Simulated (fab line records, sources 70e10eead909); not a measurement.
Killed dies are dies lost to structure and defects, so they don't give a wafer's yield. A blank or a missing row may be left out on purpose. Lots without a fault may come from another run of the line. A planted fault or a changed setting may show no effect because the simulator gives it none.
Chamber matching | flow nand_harc | NHARC_P_CONTACT_ALD_22 on ald_metal-01: 4 sister chambers
The step deposits TiN, target thk 3 nm, pulse time 1 s, ald cycles 150. 18 wafers are shown with their chamber, then 9 later ones without.

WAFERS WITH THEIR CHAMBER
wafer  | chamber | heater_power_w (W) | precursor_pulse_height_rel
L078.4 | 3       | 889                | 1.004
L078.5 | 2       | 968                | 0.975
L078.6 | 1       | 1111               | 1.000
L081.1 | 1       | 1122               | 1.011
L081.5 | 1       | 1133               | 0.978
L081.6 | 0       | 1092               | 0.983
L084.2 | 3       | 859                | 1.047
L084.3 | 0       | 1080               | 0.990
L084.4 | 1       | 1075               | 1.012
L085.2 | 0       | 1108               | 0.969
L085.3 | 2       | 995                | 1.005
L085.5 | 0       | 1084               | 0.970
L091.3 | 3       | 869                | 0.966
L091.5 | 0       | 1120               | 1.007
L091.6 | 1       | 1146               | 1.004
L090.1 | 2       | 962                | 0.997
L090.3 | 1       | 1124               | 0.940
L090.5 | 3       | 855                | 1.000

SIGNATURES (means of the wafers above)
reading                    | chamber 0 | chamber 1 | chamber 2 | chamber 3 | scatter within a chamber
heater_power_w             | 1096.80   | 1118.50   | 975.00    | 868.00    | 19.6
precursor_pulse_height_rel | 0.98380   | 0.99083   | 0.99233   | 1.00425   | 0.0248
Rule: a wafer's distance from a chamber is the root of the sum, over the readings, of the square of ((its reading less the chamber's mean) divided by the reading's scatter). The wafer belongs to the nearest chamber; if the next one is less than 2 further off, it can't be placed. The scatter: the root of (the sum of the squares of (reading less its chamber's mean) over the shown wafers, divided by (wafers less chambers)).

WAFERS WITHOUT THEIR CHAMBER
wafer  | heater_power_w (W) | precursor_pulse_height_rel
L093.2 | 1116               | 1.001
L093.3 | 1119               | 0.983
L093.5 | 1108               | 1.008
L093.1 | 872                | 0.975
L093.4 | 977                | 1.027
L093.6 | 1112               | 0.981
L094.1 | 887                | 1.044
L094.2 | 993                | 0.957
L094.5 | 1110               | 1.002

WHICH CHAMBER EACH WENT THROUGH
wafer  | from the rows above     | in truth
L093.2 | can't be placed: 1 or 0 | 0
L093.3 | can't be placed: 1 or 0 | 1
L093.5 | can't be placed: 1 or 0 | 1
L093.1 | 3                       | 3
L093.4 | 2                       | 2
L093.6 | can't be placed: 1 or 0 | 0
L094.1 | 3                       | 3
L094.2 | 2                       | 2
L094.5 | can't be placed: 1 or 0 | 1
Placed correctly: 4 of 9. Can't be placed from these rows: 5 (the true chamber is among the candidates in 5). Placed wrongly: 0.
